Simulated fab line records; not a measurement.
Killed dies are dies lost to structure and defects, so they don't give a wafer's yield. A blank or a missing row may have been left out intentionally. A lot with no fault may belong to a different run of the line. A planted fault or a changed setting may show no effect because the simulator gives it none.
fab line records	flow nand-harc
[record] lots = 12	wafers = 36	last-day = 33
route steps=1302 shown P_START@1 P_STI@83 END@1302
lots untouched by any fault: they come from a run of this same line in which no faults occurred
start-h: the number of hours between the record's first day and the start of the first shown wafer of the lot	wait-h: time in hours since the lot's previous step	" same as the row above	L1.1+2: several wafers, shown together as one row	- value missing, or start not given	* or withheld: withheld	< > ~ a bound
route shown NAME@n: a module of which the file shows steps, and the number in the route of the first	usual: mean and standard deviation over wafers with no fault	same: alike in all rows	chamber/n: place in a boat	sites: readings site by site	_std_site: how widely they spread, as a standard deviation	_edge_site: mean of outer sites minus mean of inner sites	radius-mm: for every site, how far away it sits from the centre of the wafer	mask NAME#n: copy n	behind: the tool/chamber that last shaped the wafer	hold: the reason the lot was held/the length of the hold in hours/how it ended	device: transistor that didn't switch, given as n, p or np	end of line: tests of these same wafers at the route's end	a step with no rows: only its recipe	killed: dies lost to structure and defects at the first sort, not the wafer's yield	map: per-die view of a wafer (x killed, . not killed, _ where there is no die)
set.NAME: setting as actually run; set.NAME@STEP: the setting as run at that earlier step	model.NAME: the simulator's own value behind a step, which no gauge read
steps of the route over a sample of lots; a table a step, a row a wafer
services: the hour from which a tool's chamber was out of use, counted from the record's first day as start-h (under 0 if before that day), plus the number of hours and why
[[steps]]
[step NHARC_P_START_INSPECT_01]
[usual] raw-defect-count = 3.5/1.9
lot.wafer	tool	chamber	start-h	wait-h	raw-defect-count
L872.4	defect-inspect-01	-	20.04	-	2
L872.5	"	-	"	"	3
L872.6	"	-	"	"	3
L879.1	defect-inspect-02	-	90.04	-	6
L879.3	"	-	"	"	3
L879.5	"	-	"	"	8
L880.2	defect-inspect-01	-	100.04	-	2
L880.4	"	-	"	"	5
L880.5	"	-	"	"	7
L881.1	defect-inspect-02	-	110.04	-	1
L881.2	"	-	"	"	2
L881.4	"	-	"	"	6
L884.2	defect-inspect-01	-	140.05	-	3
L884.5	"	-	"	"	3
L884.6	"	-	"	"	5
L885.1	defect-inspect-01	-	150.04	-	2
L885.5	"	-	"	"	1
L885.6	"	-	"	"	7
L886.3	defect-inspect-02	-	160.04	-	5
L886.5	"	-	"	"	3
L886.6	"	-	"	"	5
L887.1	defect-inspect-01	-	170.03	-	4
L887.3	"	-	"	"	4
L887.5	"	-	"	"	2
L891.2	defect-inspect-01	-	210.05	-	2
L891.5	"	-	"	"	1
L891.6	"	-	"	"	3
L892.2	defect-inspect-01	-	220.04	-	4
L892.4	"	-	"	"	2
L892.5	"	-	"	"	6
L893.1	defect-inspect-02	-	230.04	-	4
L893.3	"	-	"	"	1
L893.6	"	-	"	"	3
L894.1	defect-inspect-02	-	240.04	-	3
L894.2	"	-	"	"	3
L894.3	"	-	"	"	3
[step NHARC_P_STI_CD_MEAS_09]
[recipe] target-cd-nm = 200	landing-energy-ev = 500
[usual] cd-nm = 199.0/2.2
lot.wafer	tool	chamber	start-h	wait-h	cd-nm
L872.4	cd-sem-03	0	42.72	-	195.4
L872.5	"	0	"	"	197.0
L872.6	"	0	"	"	200.4
L879.1	cd-sem-01	0	111.96	-	200.0
L879.3	"	0	"	"	197.5
L879.5	"	0	"	"	198.5
L880.2	cd-sem-01	0	124.55	-	200.9
L880.4	"	0	"	"	200.1
L880.5	"	0	"	"	197.3
L881.1	cd-sem-03	0	132.05	-	200.2
L881.2	"	0	"	"	203.0
L881.4	"	0	"	"	202.0
L884.2	cd-sem-01	0	162.23	-	194.7
L884.5	"	0	"	"	198.4
L884.6	"	0	"	"	198.9
L885.1	cd-sem-01	0	173.44	-	199.1
L885.5	"	0	"	"	197.7
L885.6	"	0	"	"	195.1
L886.3	cd-sem-03	0	184.81	-	195.7
L886.5	"	0	"	"	199.8
L886.6	"	0	"	"	199.9
L887.1	cd-sem-03	0	195.83	-	200.9
L887.3	"	0	"	"	201.6
L887.5	"	0	"	"	199.4
L891.2	cd-sem-01	0	233.65	-	198.9
L891.5	"	0	"	"	198.6
L891.6	"	0	"	"	199.0
L892.2	cd-sem-01	0	243.98	-	201.8
L892.4	"	0	"	"	199.0
L892.5	"	0	"	"	201.2
L893.1	cd-sem-03	0	252.63	-	197.6
L893.3	"	0	"	"	200.4
L893.6	"	0	"	"	199.1
L894.1	cd-sem-03	0	264.14	-	200.6
L894.2	"	0	"	"	199.7
L894.3	"	0	"	"	196.4
[step NHARC_P_STI_ETCH_15]
[recipe] target-depth-a = 3000	taper-deg = 4	time-s = 100.1	hbr-flow-sccm = 150	cl2-flow-sccm = 50	rf-w = 400	icp-w = 400	bias-w = 100	chemistry = HBr/Cl2
[usual] bias-w = 100.0/0.31	chamber-pressure-mTorr = 15.000/0.013	drypump-motor-current-A = 5.6/0.43	oes-product-au = 1.002/0.011	throttle-valve-pct = 26.406/0.0095
lot.wafer	tool	chamber	start-h	wait-h	bias-w	chamber-pressure-mTorr	drypump-motor-current-A	oes-product-au	rf-hours-counter-h	throttle-valve-pct
L872.5	rie-si-03	3	43.30	-	100.1	14.994	5.8	1.011	-	26.405
L872.6	"	0	"	"	99.7	14.989	5.3	1.005	-	26.410
L872.4	"	1	"	"	99.9	15.026	4.9	1.002	-	26.399
L879.1	rie-si-03	3	112.56	-	99.7	15.016	5.7	1.002	0.3	26.387
L879.3	"	0	"	"	100.1	15.001	5.3	1.026	0.4	26.407
L879.5	"	1	"	"	100.3	14.992	4.9	1.009	-	26.397
L880.2	rie-si-04	1	125.09	-	100.0	14.982	5.2	1.006	1.0	26.421
L880.4	"	2	"	"	100.2	14.967	5.9	0.995	-	26.409
L880.5	"	3	"	"	100.0	15.002	6.0	0.984	-	26.415
L881.1	rie-si-03	2	132.58	-	100.3	14.992	5.4	0.989	0.4	26.406
L881.4	"	3	"	"	100.1	14.980	5.7	0.995	0.4	26.401
L881.2	"	0	"	"	99.5	15.022	5.3	1.019	0.5	26.409
L884.2	rie-si-02	1	162.82	-	100.2	14.977	6.3	1.014	0.3	26.399
L884.5	"	0	"	"	100.7	14.996	5.0	1.018	-	26.394
L884.6	"	1	"	"	100.0	14.991	6.3	1.014	-	26.394
L885.1	rie-si-02	1	174.02	-	99.8	14.993	6.3	1.008	0.4	26.415
L885.5	"	0	"	"	100.1	14.977	5.0	1.023	-	26.409
L885.6	"	1	"	"	99.4	14.985	6.3	1.008	-	26.390
L886.3	rie-si-02	1	185.34	-	-	-	-	-	-	-
L886.6	"	1	"	"	-	-	-	-	-	-
L886.5	"	2	"	"	-	-	-	-	-	-
L887.3	rie-si-03	1	196.36	-	-	-	-	-	-	-
L887.1	"	2	"	"	-	-	-	-	-	-
L887.5	"	1	"	"	-	-	-	-	-	-
L891.2	rie-si-04	3	234.20	-	100.4	14.986	6.0	0.993	0.4	26.383
L891.5	"	2	"	"	100.0	15.007	5.9	1.007	-	26.397
L891.6	"	3	"	"	100.1	15.006	6.0	0.990	-	26.421
L892.2	rie-si-03	1	244.52	-	99.5	15.005	4.9	0.989	0.1	26.420
L892.4	"	3	"	"	100.1	15.001	5.7	1.010	0.1	26.407
L892.5	"	0	"	"	100.2	14.997	5.3	1.012	-	26.403
L893.1	rie-si-03	1	253.17	-	100.3	14.999	4.9	1.005	0.2	26.411
L893.3	"	0	"	"	99.8	15.019	5.2	1.007	0.2	26.405
L893.6	"	2	"	"	100.3	14.994	5.5	0.986	-	26.411
L894.2	rie-si-03	1	264.68	-	100.4	14.985	4.9	0.990	0.3	26.421
L894.1	"	3	"	"	100.0	14.997	5.8	1.006	0.3	26.408
L894.3	"	0	"	"	99.9	14.998	5.3	0.992	0.3	26.405
[step NHARC_P_STI_CD_MEAS_16]
[usual] cd-nm = 198.7/2.4
lot.wafer	tool	chamber	start-h	wait-h	cd-nm
L872.4	cd-sem-03	-	43.44	-	194.1
L872.5	"	-	"	"	196.8
L872.6	"	-	"	"	200.8
L879.1	cd-sem-03	-	112.70	-	198.8
L879.3	"	-	"	"	196.5
L879.5	"	-	"	"	197.3
L880.2	cd-sem-01	-	125.29	-	200.6
L880.4	"	-	"	"	199.7
L880.5	"	-	"	"	196.7
L881.1	cd-sem-03	-	132.74	-	199.2
L881.2	"	-	"	"	202.8
L881.4	"	-	"	"	202.5
L884.2	cd-sem-01	-	162.97	-	194.3
L884.5	"	-	"	"	197.5
L884.6	"	-	"	"	199.5
L885.1	cd-sem-03	-	174.17	-	197.1
L885.5	"	-	"	"	196.5
L885.6	"	-	"	"	193.8
L886.3	cd-sem-03	-	185.54	-	196.6
L886.5	"	-	"	"	200.4
L886.6	"	-	"	"	199.4
L887.1	cd-sem-01	-	196.52	-	201.5
L887.3	"	-	"	"	201.7
L887.5	"	-	"	"	199.2
L891.2	cd-sem-03	-	234.35	-	199.1
L891.5	"	-	"	"	198.2
L891.6	"	-	"	"	198.4
L892.2	cd-sem-03	-	244.67	-	200.7
L892.4	"	-	"	"	199.0
L892.5	"	-	"	"	201.3
L893.1	cd-sem-01	-	253.33	-	197.4
L893.3	"	-	"	"	200.9
L893.6	"	-	"	"	198.8
L894.1	cd-sem-03	-	264.84	-	200.1
L894.2	"	-	"	"	200.0
L894.3	"	-	"	"	195.0
[step NHARC_P_STI_OCD_MEAS_17]
[usual] trench-depth-nm = 302/4.5	trench-foot-cd-nm = 156.8/2.3
lot.wafer	tool	chamber	start-h	wait-h	trench-depth-nm	trench-foot-cd-nm
L872.4	ocd-02	-	43.53	0.1	301	153.0
L872.5	"	-	"	"	304	154.6
L872.6	"	-	"	"	305	157.5
L879.1	ocd-01	-	112.78	0.1	300	157.5
L879.3	"	-	"	"	311	153.8
L879.5	"	-	"	"	302	156.3
L880.2	ocd-01	-	125.37	0.1	303	158.8
L880.4	"	-	"	"	301	157.8
L880.5	"	-	"	"	293	156.6
L881.1	ocd-01	-	132.83	0.1	298	158.3
L881.2	"	-	"	"	311	159.8
L881.4	"	-	"	"	297	160.3
L884.2	ocd-01	-	163.06	0.1	307	151.6
L884.5	"	-	"	"	309	154.8
L884.6	"	-	"	"	305	156.4
L885.1	ocd-02	-	174.26	0.1	303	156.7
L885.5	"	-	"	"	310	154.8
L885.6	"	-	"	"	302	152.6
L886.3	ocd-01	-	185.62	0.1	0	-
L886.5	"	-	"	"	0	-
L886.6	"	-	"	"	0	-
L887.1	ocd-02	-	196.61	0.1	0	-
L887.3	"	-	"	"	0	-
L887.5	"	-	"	"	0	-
L891.2	ocd-02	-	234.45	0.1	298	157.4
L891.5	"	-	"	"	301	156.3
L891.6	"	-	"	"	298	157.2
L892.2	ocd-01	-	244.76	0.1	295	161.2
L892.4	"	-	"	"	304	156.6
L892.5	"	-	"	"	304	158.5
L893.1	ocd-02	-	253.42	0.1	300	155.3
L893.3	"	-	"	"	305	158.0
L893.6	"	-	"	"	296	157.5
L894.1	ocd-02	-	264.94	0.1	305	157.9
L894.2	"	-	"	"	296	157.3
L894.3	"	-	"	"	303	153.7
[step NHARC_P_STI_OCD_MEAS_43]
[usual] trench-depth-nm = 302/4.5	trench-foot-cd-nm = 156.9/2.4
lot.wafer	tool	chamber	start-h	wait-h	trench-depth-nm	trench-foot-cd-nm
L872.4	ocd-01	-	44.04	-	300	153.6
L872.5	"	-	"	"	304	154.6
L872.6	"	-	"	"	306	157.5
L879.1	ocd-02	-	113.29	-	301	158.1
L879.3	"	-	"	"	311	154.0
L879.5	"	-	"	"	302	156.3
L880.2	ocd-02	-	125.89	-	303	158.6
L880.4	"	-	"	"	300	157.8
L880.5	"	-	"	"	293	156.3
L881.1	ocd-02	-	133.35	-	298	158.5
L881.2	"	-	"	"	311	159.1
L881.4	"	-	"	"	297	160.8
L884.2	ocd-02	-	163.56	-	308	151.2
L884.5	"	-	"	"	309	154.6
L884.6	"	-	"	"	305	156.1
L885.1	ocd-01	-	174.77	-	304	156.7
L885.5	"	-	"	"	309	154.5
L885.6	"	-	"	"	303	152.5
L886.3	ocd-02	-	186.13	-	0	-
L886.5	"	-	"	"	0	-
L886.6	"	-	"	"	0	-
L887.1	ocd-01	-	197.12	-	0	-
L887.3	"	-	"	"	0	-
L887.5	"	-	"	"	0	-
L891.2	ocd-01	-	234.96	-	299	157.6
L891.5	"	-	"	"	300	156.6
L891.6	"	-	"	"	298	157.2
L892.2	ocd-02	-	245.27	-	295	160.2
L892.4	"	-	"	"	304	156.4
L892.5	"	-	"	"	303	158.5
L893.1	ocd-01	-	253.93	-	300	155.6
L893.3	"	-	"	"	305	157.7
L893.6	"	-	"	"	296	157.7
L894.1	ocd-01	-	265.46	-	305	157.9
L894.2	"	-	"	"	297	158.3
L894.3	"	-	"	"	304	154.0
[step NHARC_END_SORT_01]
[recipe] temp-c = 25
[usual] killed-at-array = 52/18	killed-at-other = 0.6/0.83	killed-at-periphery = 4.3/2.8	killed-dies = 57/19	killed-open = 3.4/2	killed-short = 2.5/1.7
[same] gross-dies = 677
lot.wafer	tool	chamber	start-h	wait-h	killed-at-array	killed-at-other	killed-at-periphery	killed-dies	killed-open	killed-short
L886.3	prober-02	0	704.90	3.1	58	1	618	677	0	1
L886.5	prober-02	0	706.50	3.7	74	1	602	677	4	3
L886.6	prober-02	0	707.31	4.0	70	0	607	677	5	1
L887.1	prober-02	0	722.11	2.5	32	0	645	677	2	2
L887.3	prober-02	0	723.73	3.1	42	1	634	677	5	3
L887.5	prober-02	0	725.36	3.8	33	1	643	677	4	1
// killed by level:class
L886.3 P_STI:area-etch=615 A_CHANNEL_HOLE_D1:chamber-film-flake=36 A_CHANNEL_HOLE_D2:chamber-film-flake=9 A_CONTACT:chamber-film-flake=8 P_M2:chamber-film-flake=3 A_STAIRCASE:chamber-film-flake=2 A_SLIT:chamber-film-flake=2 A_ONON_D2:geometric-particle:short=1
L886.5 P_STI:area-etch=600 A_CHANNEL_HOLE_D1:chamber-film-flake=32 A_CHANNEL_HOLE_D2:chamber-film-flake=17 A_CONTACT:chamber-film-flake=7 A_SLIT:chamber-film-flake=5 A_STAIRCASE:chamber-film-flake=3 P_M2:chamber-film-flake=2 A_ZERO_WELL:chamber-film-flake=2
L886.6 P_STI:area-etch=605 A_CHANNEL_HOLE_D1:chamber-film-flake=37 A_CHANNEL_HOLE_D2:chamber-film-flake=13 A_CONTACT:chamber-film-flake=7 A_ONON_D1:geometric-particle:open=2 A_ZERO_WELL:chamber-film-flake=2 A_SLIT:chamber-film-flake=2 A_ONON_D2:geometric-particle:open=1
L887.1 P_STI:area-etch=642 A_SLIT:chamber-film-flake=20 A_M0:chamber-film-flake=4 A_CONTACT:chamber-film-flake=3 A_WL_FILL:chamber-film-flake=2 P_CONTACT:geometric-particle:open=1 P_M0:geometric-particle:open=1 A_WL_FILL:geometric-particle:short=1
L887.3 P_STI:area-etch=628 A_SLIT:chamber-film-flake=19 A_CHANNEL_HOLE_D1:chamber-film-flake=6 A_CONTACT:chamber-film-flake=4 P_ZERO_WELL:chamber-film-flake=3 A_M0:geometric-particle:open=2 A_CHANNEL_FILL_D2:chamber-film-flake=2 A_WL_FILL:chamber-film-flake=2
L887.5 P_STI:area-etch=640 A_SLIT:chamber-film-flake=14 A_CONTACT:chamber-film-flake=7 A_CHANNEL_HOLE_D1:chamber-film-flake=3 A_CHANNEL_FILL_D2:chamber-film-flake=3 A_CHANNEL_FILL_D2:geometric-particle:open=2 P_M0:geometric-particle:open=1 A_ONON_D1:geometric-particle:short=1
[[services]]
tool	chamber	start-h	hours	kind
rie-si-03	2	41.07	6.6	repair
rie-si-03	-	44.00	9.0	pm
rie-si-03	0	44.00	9.0	vent-cycle
rie-si-03	1	44.00	9.0	vent-cycle
rie-si-03	3	44.00	9.0	vent-cycle
rie-si-03	0	53.00	-	clean
rie-si-03	1	53.00	-	clean
rie-si-03	2	53.00	-	clean
rie-si-04	3	56.44	1.8	repair
rie-si-02	0	87.06	10.5	repair
rie-si-04	-	94.99	4.3	repair
rie-si-02	-	100.00	9.0	pm
rie-si-04	0	107.90	18.6	repair
rie-si-02	3	116.41	1.6	repair
rie-si-02	3	153.57	1.2	repair
rie-si-04	1	155.44	2.9	repair
rie-si-04	-	165.04	9.0	pm
rie-si-02	3	184.02	4.1	repair
rie-si-04	-	185.30	0.6	repair
rie-si-02	3	200.29	14.6	repair
rie-si-04	3	210.67	3.9	repair
rie-si-03	-	221.00	9.0	pm
rie-si-03	0	238.91	1.7	repair
rie-si-02	3	248.69	7.9	repair
[[key]]
[first-sign] step = NHARC_P_STI_ETCH_15	reading = tool-record	direction = missing
[effect] step = NHARC_P_STI_OCD_MEAS_17	reading = trench-depth-nm	direction = down	sigmas = 67	usual = 302	struck = 0
[effect] step = NHARC_P_STI_OCD_MEAS_43	reading = trench-depth-nm	direction = down	sigmas = 67	usual = 302	struck = 0
[effect] step = NHARC_END_SORT_01	reading = killed-at-periphery	direction = up	sigmas = 99+	usual = 4.3	struck = 624.8
[more-kills-born-at] NHARC_P_STI_ETCH_15@rie-si-03 = 1910	NHARC_P_STI_ETCH_15@rie-si-02 = 1820
met-at NHARC_P_STI_ETCH_15
struck-lots L886,L887
later-rows-left-out L886.3,L886.5,L886.6,L887.1,L887.3,L887.5
tester-left-out L886,L887
not-acting-at NHARC_P_START_INSPECT_01,NHARC_P_STI_CD_MEAS_09,NHARC_P_STI_CD_MEAS_16
onset-between 174.02 185.34
[fault] kind = skipped-step-whole	tool = rie-si-02,rie-si-03	chamber = -	onset-h = 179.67	steps = NHARC_P_STI_ETCH_15	scope = struck-lots-only
// tester-left-out: of these lots the tester's yield and bins aren't shown, on N5 and GAA mostly nor the transistor test; their killed dies are dies lost to structure and defects alone, not to doping, threshold or leakage, so they don't give the yield
// later-rows-left-out: the simulator's readings of these wafers behind a module that went badly wrong aren't trusted and aren't shown, but for the sort
